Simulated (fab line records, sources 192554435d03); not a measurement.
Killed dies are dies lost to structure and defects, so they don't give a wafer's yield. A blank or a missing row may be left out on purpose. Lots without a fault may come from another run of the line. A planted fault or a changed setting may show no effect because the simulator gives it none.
A struck lot beside a sound one | flow n5_finfet | 18 steps out of a route of 1938
Sound: wafers L606.1, L606.2, L606.5. Struck: wafers L604.2, L604.3, L604.4. The cause comes at the end.
At each step with rows: each side's tool, then ch and its chambers, then its first start. Under that, the readings that differ: sound wafers | struck wafers | difference of the means | sigmas: that difference in standard deviations of wafers without a fault.
alike: readings whose means differ by less than 2 such deviations, and words and numbers that are the same on both sides. not compared: withheld readings, readings that some wafer has no value for, bounds like >300 that may hide the same value, and numbers for which the record gives no deviation and whose values overlap.
The two part at a step that has a row with sigmas, a row that says differs or no value, or rows on one side only. Numbers that don't overlap but have no deviation are shown without sigmas and don't part them. A reading that every wafer of one side lacks parts them only if that side has two wafers or more.

N5_BEOL_M10_RS_MEAS_57: measures by four-point-probe.
  sound on film_metro-01, day 15 15:48; struck on film_metro-02, day 14 19:52
  alike: M10_RS
N5_BEOL_M10_INSPECT_58: inspects for defects (darkfield).
  sound on defect_inspect-02, day 15 15:50; struck on defect_inspect-01, day 14 19:53
  alike: raw_defect_count
N5_BEOL_M11_ILD_DEP_00: deposits SiCOH lowk from DEMS/porogen, target thk 308.51 nm, time 58 s.
  sound on pecvd-03 ch 0,2, day 15 15:52; struck on pecvd-03 ch 0,1,2, day 14 19:55
  alike: heater_power_w, showerhead_plenum_p_Torr, throttle_valve_pct
N5_BEOL_M11_CURE_71: cures SiCOH lowk, time 240 s.
  sound on uv_cure-01 ch 1, day 15 15:56; struck on uv_cure-02 ch 0, day 14 20:12
  reading          | sound             | struck            | difference | sigmas
  wafer_temp_C_max | 387.7 387.8 387.3 | 386.4 386.3 386.3 | -1.3       | -2
  alike: lamp_power_pct
N5_BEOL_M11_THK_MEAS_01:
  sound on film_metro-01, day 15 16:28; struck on film_metro-01, day 14 20:38
  alike: M11_ILD_THK
N5_BEOL_M11_PECVD_70: deposits SiO2 from TEOS/O2, target thk 20 nm, time 22.7 s.
  sound on pecvd-01 ch 1,2, day 15 16:29; struck on pecvd-01 ch 1,2, day 14 20:40
  alike: heater_power_w, showerhead_plenum_p_Torr, throttle_valve_pct
N5_BEOL_M11_HM_DEP_02: deposits TiN, target thk 20 nm.
  sound on pvd_sputter-02, day 15 17:58; struck on pvd_sputter-02, day 14 20:45
  alike: throttle_valve_pct
then, 5 steps without rows for these wafers: N5_BEOL_M11_COAT_59 (time 60 s, resist thk 100 nm); N5_BEOL_M11_COAT_60 (time 60 s, resist thk 30 nm); N5_BEOL_M11_COAT_05 (resist thk 90 nm); N5_BEOL_M11_EBR_07; N5_BEOL_M11_SOFTBAKE_06 (time 60 s).
N5_BEOL_M11_EXPOSE_08: exposes mask M11.
  sound on arfi_scanner-03 ch 0, day 15 18:14; struck on arfi_scanner-02 ch 0, day 14 21:08
  reading                          | sound          | struck         | difference | sigmas
  model.BEOL_M11.overlay_x_nm (nm) | -0.6 -0.6 -0.6 | 12.6 12.6 12.6 | +13.2      |
  alike: mask, exposure_dose_mJ_cm2, reticle_temp_C
then, 2 steps without rows for these wafers: N5_BEOL_M11_PEB_09 (peb time 60 s); N5_BEOL_M11_DEVELOP_10 (develop time 30 s).
N5_BEOL_M11_CD_MEAS_11: target cd 64.1 nm.
  sound on cd_sem-02 ch 0, day 15 18:22; struck on cd_sem-01 ch 0, day 14 21:15
  alike: cd_nm
N5_BEOL_M11_OVL_MEAS_12:
  sound on overlay-01 ch 0, day 15 18:23; struck on overlay-01 ch 0, day 14 21:17
  reading      | sound          | struck         | difference | sigmas
  M11_OVL (nm) | -0.9 -2.3 -1.5 | 10.9 13.1 11.7 | +13.5      | +16
N5_BEOL_M11_INSPECT_13: inspects for defects (brightfield).
  sound on defect_inspect-02, day 15 18:25; struck on defect_inspect-01, day 14 21:18
  reading          | sound       | struck      | difference | sigmas
  raw_defect_count | 259 267 394 | 596 462 595 | +244       | +2

WHERE THEY PART
First at N5_BEOL_M11_CURE_71; last, within this record, at N5_BEOL_M11_INSPECT_13.

WHY: what the simulator had put in
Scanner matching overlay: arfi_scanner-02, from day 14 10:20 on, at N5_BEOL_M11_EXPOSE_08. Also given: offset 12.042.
